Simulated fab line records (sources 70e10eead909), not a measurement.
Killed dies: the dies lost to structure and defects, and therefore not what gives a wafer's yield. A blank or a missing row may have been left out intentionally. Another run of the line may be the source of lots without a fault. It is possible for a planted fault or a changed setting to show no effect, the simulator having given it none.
Which of the tools did it? || flow nand-harc || Sampling: 22 lots, 66 wafers, 3 of 1159 route steps

== WHAT THE GAUGES READ, wafer by wafer ==
NHARC_P_GATE_CD_MEAS_46: the cd target is 720 nm. Usual: cd-nm 719.5 nm, standard deviation 2.8.
{"lot": "L074", "measured": "day 5 09:55", "on": "cd-sem-01", "cd-nm (nm)": "718.1 717.0 714.5", "flag": ""}
{"lot": "L076", "measured": "day 5 14:27", "on": "cd-sem-02", "cd-nm (nm)": "721.0 723.5 722.1", "flag": ""}
{"lot": "L077", "measured": "day 6 03:48", "on": "cd-sem-01", "cd-nm (nm)": "717.1 718.7 720.7", "flag": ""}
{"lot": "L078", "measured": "day 6 04:14", "on": "cd-sem-01", "cd-nm (nm)": "723.0 722.7 724.2", "flag": ""}
{"lot": "L079", "measured": "day 6 06:52", "on": "cd-sem-02", "cd-nm (nm)": "721.8 721.8 723.5", "flag": ""}
{"lot": "L080", "measured": "day 6 20:40", "on": "cd-sem-01", "cd-nm (nm)": "718.0 718.3 715.3", "flag": ""}
{"lot": "L081", "measured": "day 6 22:39", "on": "cd-sem-01", "cd-nm (nm)": "719.9 717.5 720.2", "flag": ""}
{"lot": "L082", "measured": "day 7 02:58", "on": "cd-sem-03", "cd-nm (nm)": "721.2 722.8 720.2", "flag": ""}
{"lot": "L083", "measured": "day 7 13:02", "on": "cd-sem-03", "cd-nm (nm)": "718.6 719.7 717.7", "flag": ""}
{"lot": "L084", "measured": "day 7 17:53", "on": "cd-sem-02", "cd-nm (nm)": "716.1 718.8 721.4", "flag": ""}
{"lot": "L085", "measured": "day 8 08:35", "on": "cd-sem-02", "cd-nm (nm)": "719.6 716.6 719.1", "flag": ""}
{"lot": "L086", "measured": "day 8 10:12", "on": "cd-sem-01", "cd-nm (nm)": "720.1 718.5 721.4", "flag": ""}
{"lot": "L087", "measured": "day 8 07:34", "on": "cd-sem-02", "cd-nm (nm)": "720.3 719.2 718.2", "flag": ""}
{"lot": "L088", "measured": "day 8 14:48", "on": "cd-sem-02", "cd-nm (nm)": "722.5 719.3 717.7", "flag": ""}
{"lot": "L089", "measured": "day 9 02:04", "on": "cd-sem-01", "cd-nm (nm)": "721.6 718.3 720.4", "flag": ""}
{"lot": "L090", "measured": "day 9 02:44", "on": "cd-sem-01", "cd-nm (nm)": "719.9 723.6 719.1", "flag": ""}
{"lot": "L091", "measured": "day 9 11:29", "on": "cd-sem-03", "cd-nm (nm)": "719.8 723.6 720.5", "flag": ""}
{"lot": "L092", "measured": "day 9 18:16", "on": "cd-sem-01", "cd-nm (nm)": "719.3 723.5 722.4", "flag": ""}
{"lot": "L093", "measured": "day 9 21:23", "on": "cd-sem-03", "cd-nm (nm)": "724.8 720.3 720.6", "flag": ""}
{"lot": "L094", "measured": "day 9 21:34", "on": "cd-sem-02", "cd-nm (nm)": "714.6 720.0 717.3", "flag": ""}
{"lot": "L095", "measured": "day 10 15:46", "on": "cd-sem-02", "cd-nm (nm)": "714.8 714.2 719.0", "flag": ""}
{"lot": "L096", "measured": "day 11 02:07", "on": "cd-sem-02", "cd-nm (nm)": "714.4 717.5 719.2", "flag": ""}

== WHICH TOOL RAN EACH LOT (tool, then ch and the chambers of the sampled wafers, then the start) ==
{"lot": "L074", "NHARC_P_ZERO_WELL_DESCUM_13": "rie-diel-01 ch 2,3, day 1 13:31", "NHARC_P_GATE_STRIP_108": "rie-diel-05 ch 0,1,2, day 4 22:49"}
{"lot": "L076", "NHARC_P_ZERO_WELL_DESCUM_13": "rie-diel-02 ch 0,2,3, day 2 01:35", "NHARC_P_GATE_STRIP_108": "rie-diel-05 ch 0,1,3, day 5 03:18"}
{"lot": "L077", "NHARC_P_ZERO_WELL_DESCUM_13": "rie-diel-01 ch 2,3, day 2 07:18", "NHARC_P_GATE_STRIP_108": "rie-diel-11 ch 0,1,3, day 5 16:33"}
{"lot": "L078", "NHARC_P_ZERO_WELL_DESCUM_13": "rie-diel-03 ch 0,1,3, day 2 13:25", "NHARC_P_GATE_STRIP_108": "rie-diel-11 ch 0,1, day 5 17:08"}
{"lot": "L079", "NHARC_P_ZERO_WELL_DESCUM_13": "rie-diel-01 ch 0,2,3, day 2 19:25", "NHARC_P_GATE_STRIP_108": "rie-diel-11 ch 0,1,2, day 5 19:43"}
{"lot": "L080", "NHARC_P_ZERO_WELL_DESCUM_13": "rie-diel-03 ch 0,2,3, day 3 01:31", "NHARC_P_GATE_STRIP_108": "rie-diel-11 ch 1,2,3, day 6 09:28"}
{"lot": "L081", "NHARC_P_ZERO_WELL_DESCUM_13": "rie-diel-02 ch 1,3, day 3 07:24", "NHARC_P_GATE_STRIP_108": "rie-diel-06 ch 1,3, day 6 09:17"}
{"lot": "L082", "NHARC_P_ZERO_WELL_DESCUM_13": "rie-diel-02 ch 1,2, day 3 13:24", "NHARC_P_GATE_STRIP_108": "rie-diel-11 ch 1,2, day 6 15:46"}
{"lot": "L083", "NHARC_P_ZERO_WELL_DESCUM_13": "rie-diel-02 ch 1,2,3, day 3 19:25", "NHARC_P_GATE_STRIP_108": "rie-diel-05 ch 0,1,2, day 7 00:27"}
{"lot": "L084", "NHARC_P_ZERO_WELL_DESCUM_13": "rie-diel-01 ch 1,3, day 4 01:17", "NHARC_P_GATE_STRIP_108": "rie-diel-11 ch 0,2, day 7 04:34"}
{"lot": "L085", "NHARC_P_ZERO_WELL_DESCUM_13": "rie-diel-01 ch 0,1,3, day 4 07:29", "NHARC_P_GATE_STRIP_108": "rie-diel-11 ch 0,1,3, day 7 21:28"}
{"lot": "L086", "NHARC_P_ZERO_WELL_DESCUM_13": "rie-diel-03 ch 0,1,2, day 4 13:25", "NHARC_P_GATE_STRIP_108": "rie-diel-11 ch 1,2,3, day 7 21:05"}
{"lot": "L087", "NHARC_P_ZERO_WELL_DESCUM_13": "rie-diel-02 ch 0,3, day 4 19:16", "NHARC_P_GATE_STRIP_108": "rie-diel-11 ch 0,1,2, day 7 20:28"}
{"lot": "L088", "NHARC_P_ZERO_WELL_DESCUM_13": "rie-diel-01 ch 0,1,2, day 5 01:24", "NHARC_P_GATE_STRIP_108": "rie-diel-11 ch 0,3, day 8 03:44"}
{"lot": "L089", "NHARC_P_ZERO_WELL_DESCUM_13": "rie-diel-01 ch 0,1, day 5 07:24", "NHARC_P_GATE_STRIP_108": "rie-diel-05 ch 0,1, day 8 14:35"}
{"lot": "L090", "NHARC_P_ZERO_WELL_DESCUM_13": "rie-diel-03 ch 0,1, day 5 13:17", "NHARC_P_GATE_STRIP_108": "rie-diel-05 ch 0,1,2, day 8 15:31"}
{"lot": "L091", "NHARC_P_ZERO_WELL_DESCUM_13": "rie-diel-01 ch 1,2,3, day 5 19:16", "NHARC_P_GATE_STRIP_108": "rie-diel-05 ch 0,1,2, day 9 00:09"}
{"lot": "L092", "NHARC_P_ZERO_WELL_DESCUM_13": "rie-diel-02 ch 0,1,2, day 6 01:25", "NHARC_P_GATE_STRIP_108": "rie-diel-11 ch 0,1,3, day 9 07:12"}
{"lot": "L093", "NHARC_P_ZERO_WELL_DESCUM_13": "rie-diel-01 ch 0,3, day 6 07:31", "NHARC_P_GATE_STRIP_108": "rie-diel-05 ch 0,3, day 9 10:16"}
{"lot": "L094", "NHARC_P_ZERO_WELL_DESCUM_13": "rie-diel-02 ch 0,1,2, day 6 13:31", "NHARC_P_GATE_STRIP_108": "rie-diel-11 ch 0,3, day 9 10:20"}
{"lot": "L095", "NHARC_P_ZERO_WELL_DESCUM_13": "rie-diel-03 ch 0,2,3, day 6 19:17", "NHARC_P_GATE_STRIP_108": "rie-diel-11 ch 0,2,3, day 10 04:46"}
{"lot": "L096", "NHARC_P_ZERO_WELL_DESCUM_13": "rie-diel-03 ch 0,1,3, day 7 01:32", "NHARC_P_GATE_STRIP_108": "rie-diel-06 ch 1,2,3, day 10 15:07"}
- NHARC_P_ZERO_WELL_DESCUM_13: chemistry O2, time 3 s.
- NHARC_P_GATE_STRIP_108: strips in O2.

== WHAT THE TOOLS THEMSELVES READ (means of the sampled wafers that have a number; where no wafer has one, the mark that the record gives instead) ==
NHARC_P_ZERO_WELL_DESCUM_13. Usual: drypump-motor-current-A 5.7 A, standard deviation 0.4; o2-flow-sccm 200.0 sccm, standard deviation 0.55; oes-product-au 0.999 a.u., standard deviation 0.011; rf-vpp-V 58.1 V, standard deviation 0.89; showerhead-plenum-p-Torr 1.95 Torr, standard deviation 0.082; throttle-valve-pct 11.311 %, standard deviation 0.01.
{"lot": "L074", "tool": "rie-diel-01", "drypump-motor-current-A (A)": 5.4, "o2-flow-sccm (sccm)": 199.8, "oes-product-au (a.u.)": 0.993, "rf-vpp-V (V)": 58.0, "showerhead-plenum-p-Torr (Torr)": 2.05, "throttle-valve-pct (%)": 11.298, "flag": ""}
{"lot": "L076", "tool": "rie-diel-02", "drypump-motor-current-A (A)": 5.4, "o2-flow-sccm (sccm)": 200.2, "oes-product-au (a.u.)": 0.999, "rf-vpp-V (V)": 59.1, "showerhead-plenum-p-Torr (Torr)": 1.92, "throttle-valve-pct (%)": 11.320, "flag": ""}
{"lot": "L077", "tool": "rie-diel-01", "drypump-motor-current-A (A)": 5.4, "o2-flow-sccm (sccm)": 200.1, "oes-product-au (a.u.)": 1.001, "rf-vpp-V (V)": 58.5, "showerhead-plenum-p-Torr (Torr)": 2.05, "throttle-valve-pct (%)": 11.314, "flag": ""}
{"lot": "L078", "tool": "rie-diel-03", "drypump-motor-current-A (A)": 5.6, "o2-flow-sccm (sccm)": 200.1, "oes-product-au (a.u.)": 0.999, "rf-vpp-V (V)": 57.8, "showerhead-plenum-p-Torr (Torr)": 2.01, "throttle-valve-pct (%)": 11.320, "flag": ""}
{"lot": "L079", "tool": "rie-diel-01", "drypump-motor-current-A (A)": 5.7, "o2-flow-sccm (sccm)": 200.2, "oes-product-au (a.u.)": 1.001, "rf-vpp-V (V)": 57.9, "showerhead-plenum-p-Torr (Torr)": 1.96, "throttle-valve-pct (%)": 11.304, "flag": ""}
{"lot": "L080", "tool": "rie-diel-03", "drypump-motor-current-A (A)": 5.7, "o2-flow-sccm (sccm)": 200.1, "oes-product-au (a.u.)": 0.993, "rf-vpp-V (V)": 57.4, "showerhead-plenum-p-Torr (Torr)": 1.98, "throttle-valve-pct (%)": 11.310, "flag": ""}
{"lot": "L081", "tool": "rie-diel-02", "drypump-motor-current-A (A)": 5.2, "o2-flow-sccm (sccm)": 199.8, "oes-product-au (a.u.)": 0.989, "rf-vpp-V (V)": 58.1, "showerhead-plenum-p-Torr (Torr)": 1.89, "throttle-valve-pct (%)": 11.315, "flag": ""}
{"lot": "L082", "tool": "rie-diel-02", "drypump-motor-current-A (A)": 5.8, "o2-flow-sccm (sccm)": 200.4, "oes-product-au (a.u.)": 1.009, "rf-vpp-V (V)": 57.7, "showerhead-plenum-p-Torr (Torr)": 1.86, "throttle-valve-pct (%)": 11.311, "flag": ""}
{"lot": "L083", "tool": "rie-diel-02", "drypump-motor-current-A (A)": 5.5, "o2-flow-sccm (sccm)": 200.5, "oes-product-au (a.u.)": 0.990, "rf-vpp-V (V)": 56.9, "showerhead-plenum-p-Torr (Torr)": 1.87, "throttle-valve-pct (%)": 11.320, "flag": ""}
{"lot": "L084", "tool": "rie-diel-01", "drypump-motor-current-A (A)": 6.0, "o2-flow-sccm (sccm)": 200.4, "oes-product-au (a.u.)": 0.997, "rf-vpp-V (V)": 58.6, "showerhead-plenum-p-Torr (Torr)": 1.98, "throttle-valve-pct (%)": 11.307, "flag": ""}
{"lot": "L085", "tool": "rie-diel-01", "drypump-motor-current-A (A)": 6.0, "o2-flow-sccm (sccm)": 200.0, "oes-product-au (a.u.)": 0.993, "rf-vpp-V (V)": 57.9, "showerhead-plenum-p-Torr (Torr)": 1.91, "throttle-valve-pct (%)": 11.306, "flag": ""}
{"lot": "L086", "tool": "rie-diel-03", "drypump-motor-current-A (A)": 5.6, "o2-flow-sccm (sccm)": 199.8, "oes-product-au (a.u.)": 1.006, "rf-vpp-V (V)": 58.6, "showerhead-plenum-p-Torr (Torr)": 2.00, "throttle-valve-pct (%)": 11.313, "flag": ""}
{"lot": "L087", "tool": "rie-diel-02", "drypump-motor-current-A (A)": 5.1, "o2-flow-sccm (sccm)": 200.1, "oes-product-au (a.u.)": 0.989, "rf-vpp-V (V)": 58.1, "showerhead-plenum-p-Torr (Torr)": 1.93, "throttle-valve-pct (%)": 11.309, "flag": ""}
{"lot": "L088", "tool": "rie-diel-01", "drypump-motor-current-A (A)": 5.8, "o2-flow-sccm (sccm)": 199.8, "oes-product-au (a.u.)": 0.999, "rf-vpp-V (V)": 57.9, "showerhead-plenum-p-Torr (Torr)": 1.93, "throttle-valve-pct (%)": 11.306, "flag": ""}
{"lot": "L089", "tool": "rie-diel-01", "drypump-motor-current-A (A)": 6.1, "o2-flow-sccm (sccm)": 200.1, "oes-product-au (a.u.)": 1.008, "rf-vpp-V (V)": 58.6, "showerhead-plenum-p-Torr (Torr)": 1.84, "throttle-valve-pct (%)": 11.318, "flag": ""}
{"lot": "L090", "tool": "rie-diel-03", "drypump-motor-current-A (A)": 5.5, "o2-flow-sccm (sccm)": 199.8, "oes-product-au (a.u.)": 1.002, "rf-vpp-V (V)": 57.7, "showerhead-plenum-p-Torr (Torr)": 2.02, "throttle-valve-pct (%)": 11.315, "flag": ""}
{"lot": "L091", "tool": "rie-diel-01", "drypump-motor-current-A (A)": 5.8, "o2-flow-sccm (sccm)": 200.2, "oes-product-au (a.u.)": 1.002, "rf-vpp-V (V)": 59.1, "showerhead-plenum-p-Torr (Torr)": 2.00, "throttle-valve-pct (%)": 11.311, "flag": ""}
{"lot": "L092", "tool": "rie-diel-02", "drypump-motor-current-A (A)": 5.8, "o2-flow-sccm (sccm)": 200.1, "oes-product-au (a.u.)": 0.997, "rf-vpp-V (V)": 58.4, "showerhead-plenum-p-Torr (Torr)": 1.91, "throttle-valve-pct (%)": 11.319, "flag": ""}
{"lot": "L093", "tool": "rie-diel-01", "drypump-motor-current-A (A)": 5.9, "o2-flow-sccm (sccm)": 199.9, "oes-product-au (a.u.)": 1.002, "rf-vpp-V (V)": 57.3, "showerhead-plenum-p-Torr (Torr)": 1.87, "throttle-valve-pct (%)": 11.299, "flag": ""}
{"lot": "L094", "tool": "rie-diel-02", "drypump-motor-current-A (A)": 5.8, "o2-flow-sccm (sccm)": 199.6, "oes-product-au (a.u.)": 0.995, "rf-vpp-V (V)": 57.4, "showerhead-plenum-p-Torr (Torr)": 1.91, "throttle-valve-pct (%)": 11.317, "flag": ""}
{"lot": "L095", "tool": "rie-diel-03", "drypump-motor-current-A (A)": 5.7, "o2-flow-sccm (sccm)": 199.8, "oes-product-au (a.u.)": 0.992, "rf-vpp-V (V)": 58.5, "showerhead-plenum-p-Torr (Torr)": 1.98, "throttle-valve-pct (%)": 11.310, "flag": ""}
{"lot": "L096", "tool": "rie-diel-03", "drypump-motor-current-A (A)": 5.6, "o2-flow-sccm (sccm)": 200.1, "oes-product-au (a.u.)": 1.014, "rf-vpp-V (V)": 58.9, "showerhead-plenum-p-Torr (Torr)": 2.01, "throttle-valve-pct (%)": 11.310, "flag": ""}

NHARC_P_GATE_STRIP_108. Usual: drypump-motor-current-A 5.51 A, standard deviation 0.25; o2-flow-sccm 500.2 sccm, standard deviation 1.5; oes-product-au 0.999 a.u., standard deviation 0.011; rf-vpp-V 57.7 V, standard deviation 0.89; showerhead-plenum-p-Torr 3.47 Torr, standard deviation 0.15; throttle-valve-pct 17.036 %, standard deviation 0.0088.
{"lot": "L074", "tool": "rie-diel-05", "drypump-motor-current-A (A)": 5.60, "o2-flow-sccm (sccm)": 501.5, "oes-product-au (a.u.)": 1.004, "rf-vpp-V (V)": 58.1, "showerhead-plenum-p-Torr (Torr)": 3.56, "throttle-valve-pct (%)": 17.035, "flag": ""}
{"lot": "L076", "tool": "rie-diel-05", "drypump-motor-current-A (A)": 5.49, "o2-flow-sccm (sccm)": 500.0, "oes-product-au (a.u.)": 1.002, "rf-vpp-V (V)": 57.6, "showerhead-plenum-p-Torr (Torr)": 3.40, "throttle-valve-pct (%)": 17.034, "flag": ""}
{"lot": "L077", "tool": "rie-diel-11", "drypump-motor-current-A (A)": 5.51, "o2-flow-sccm (sccm)": 500.8, "oes-product-au (a.u.)": 1.003, "rf-vpp-V (V)": 57.5, "showerhead-plenum-p-Torr (Torr)": 3.38, "throttle-valve-pct (%)": 17.028, "flag": ""}
{"lot": "L078", "tool": "rie-diel-11", "drypump-motor-current-A (A)": 5.74, "o2-flow-sccm (sccm)": 499.8, "oes-product-au (a.u.)": 1.004, "rf-vpp-V (V)": 57.5, "showerhead-plenum-p-Torr (Torr)": 3.41, "throttle-valve-pct (%)": 17.038, "flag": ""}
{"lot": "L079", "tool": "rie-diel-11", "drypump-motor-current-A (A)": 5.54, "o2-flow-sccm (sccm)": 498.5, "oes-product-au (a.u.)": 0.998, "rf-vpp-V (V)": 56.9, "showerhead-plenum-p-Torr (Torr)": 3.42, "throttle-valve-pct (%)": 17.042, "flag": ""}
{"lot": "L080", "tool": "rie-diel-11", "drypump-motor-current-A (A)": 5.37, "o2-flow-sccm (sccm)": 500.3, "oes-product-au (a.u.)": 0.995, "rf-vpp-V (V)": 57.9, "showerhead-plenum-p-Torr (Torr)": 3.44, "throttle-valve-pct (%)": 17.031, "flag": ""}
{"lot": "L081", "tool": "rie-diel-06", "drypump-motor-current-A (A)": 5.87, "o2-flow-sccm (sccm)": 501.9, "oes-product-au (a.u.)": 0.984, "rf-vpp-V (V)": 58.4, "showerhead-plenum-p-Torr (Torr)": 3.67, "throttle-valve-pct (%)": 17.036, "flag": ""}
{"lot": "L082", "tool": "rie-diel-11", "drypump-motor-current-A (A)": 5.41, "o2-flow-sccm (sccm)": 499.1, "oes-product-au (a.u.)": 0.988, "rf-vpp-V (V)": 58.0, "showerhead-plenum-p-Torr (Torr)": 3.48, "throttle-valve-pct (%)": 17.038, "flag": ""}
{"lot": "L083", "tool": "rie-diel-05", "drypump-motor-current-A (A)": 5.60, "o2-flow-sccm (sccm)": 500.4, "oes-product-au (a.u.)": 1.008, "rf-vpp-V (V)": 59.0, "showerhead-plenum-p-Torr (Torr)": 3.55, "throttle-valve-pct (%)": 17.034, "flag": ""}
{"lot": "L084", "tool": "rie-diel-11", "drypump-motor-current-A (A)": 5.37, "o2-flow-sccm (sccm)": 499.8, "oes-product-au (a.u.)": 0.994, "rf-vpp-V (V)": 57.7, "showerhead-plenum-p-Torr (Torr)": 3.43, "throttle-valve-pct (%)": 17.021, "flag": ""}
{"lot": "L085", "tool": "rie-diel-11", "drypump-motor-current-A (A)": 5.51, "o2-flow-sccm (sccm)": 500.7, "oes-product-au (a.u.)": 1.000, "rf-vpp-V (V)": 57.9, "showerhead-plenum-p-Torr (Torr)": 3.37, "throttle-valve-pct (%)": 17.033, "flag": ""}
{"lot": "L086", "tool": "rie-diel-11", "drypump-motor-current-A (A)": 5.38, "o2-flow-sccm (sccm)": 500.6, "oes-product-au (a.u.)": 1.000, "rf-vpp-V (V)": 57.0, "showerhead-plenum-p-Torr (Torr)": 3.44, "throttle-valve-pct (%)": 17.034, "flag": ""}
{"lot": "L087", "tool": "rie-diel-11", "drypump-motor-current-A (A)": 5.55, "o2-flow-sccm (sccm)": 501.2, "oes-product-au (a.u.)": 0.995, "rf-vpp-V (V)": 57.2, "showerhead-plenum-p-Torr (Torr)": 3.41, "throttle-valve-pct (%)": 17.039, "flag": ""}
{"lot": "L088", "tool": "rie-diel-11", "drypump-motor-current-A (A)": 5.30, "o2-flow-sccm (sccm)": 499.1, "oes-product-au (a.u.)": 0.992, "rf-vpp-V (V)": 57.0, "showerhead-plenum-p-Torr (Torr)": 3.35, "throttle-valve-pct (%)": 17.035, "flag": ""}
{"lot": "L089", "tool": "rie-diel-05", "drypump-motor-current-A (A)": 5.57, "o2-flow-sccm (sccm)": 500.5, "oes-product-au (a.u.)": 0.991, "rf-vpp-V (V)": 57.4, "showerhead-plenum-p-Torr (Torr)": 3.42, "throttle-valve-pct (%)": 17.033, "flag": ""}
{"lot": "L090", "tool": "rie-diel-05", "drypump-motor-current-A (A)": 5.61, "o2-flow-sccm (sccm)": 499.3, "oes-product-au (a.u.)": 0.991, "rf-vpp-V (V)": 57.1, "showerhead-plenum-p-Torr (Torr)": 3.54, "throttle-valve-pct (%)": 17.037, "flag": ""}
{"lot": "L091", "tool": "rie-diel-05", "drypump-motor-current-A (A)": 5.59, "o2-flow-sccm (sccm)": 500.5, "oes-product-au (a.u.)": 0.998, "rf-vpp-V (V)": 57.4, "showerhead-plenum-p-Torr (Torr)": 3.54, "throttle-valve-pct (%)": 17.040, "flag": ""}
{"lot": "L092", "tool": "rie-diel-11", "drypump-motor-current-A (A)": 5.52, "o2-flow-sccm (sccm)": 499.3, "oes-product-au (a.u.)": 1.000, "rf-vpp-V (V)": 57.4, "showerhead-plenum-p-Torr (Torr)": 3.37, "throttle-valve-pct (%)": 17.039, "flag": ""}
{"lot": "L093", "tool": "rie-diel-05", "drypump-motor-current-A (A)": 5.55, "o2-flow-sccm (sccm)": 502.1, "oes-product-au (a.u.)": 0.993, "rf-vpp-V (V)": 57.7, "showerhead-plenum-p-Torr (Torr)": 3.52, "throttle-valve-pct (%)": 17.029, "flag": ""}
{"lot": "L094", "tool": "rie-diel-11", "drypump-motor-current-A (A)": 5.29, "o2-flow-sccm (sccm)": 500.0, "oes-product-au (a.u.)": 1.011, "rf-vpp-V (V)": 57.8, "showerhead-plenum-p-Torr (Torr)": 3.35, "throttle-valve-pct (%)": 17.041, "flag": ""}
{"lot": "L095", "tool": "rie-diel-11", "drypump-motor-current-A (A)": 5.33, "o2-flow-sccm (sccm)": 502.2, "oes-product-au (a.u.)": 0.996, "rf-vpp-V (V)": 57.3, "showerhead-plenum-p-Torr (Torr)": 3.38, "throttle-valve-pct (%)": 17.030, "flag": ""}
{"lot": "L096", "tool": "rie-diel-06", "drypump-motor-current-A (A)": 5.98, "o2-flow-sccm (sccm)": 499.4, "oes-product-au (a.u.)": 0.989, "rf-vpp-V (V)": 57.3, "showerhead-plenum-p-Torr (Torr)": 3.55, "throttle-valve-pct (%)": 17.032, "flag": ""}

== THE ANSWER, worked out from the rows above alone ==
Rule: a lot is off if the mean of its wafers that have a number lies more than 3 standard deviations from the usual mean. A lot without any number at a reading at which 4 lots or more have one is off too. The other lots that the step has rows for count as sound. After the gauges, taken in route order, come the tools' own readings; for these a lot's mean is taken, as printed above. The first step at which some lot is off is used, and at that step the reading that is off furthest; a lot without a number counts as furthest.
No lot is off on any of the readings shown, so nothing can be concluded from this.

== WHAT THE SIMULATOR PUT IN ==
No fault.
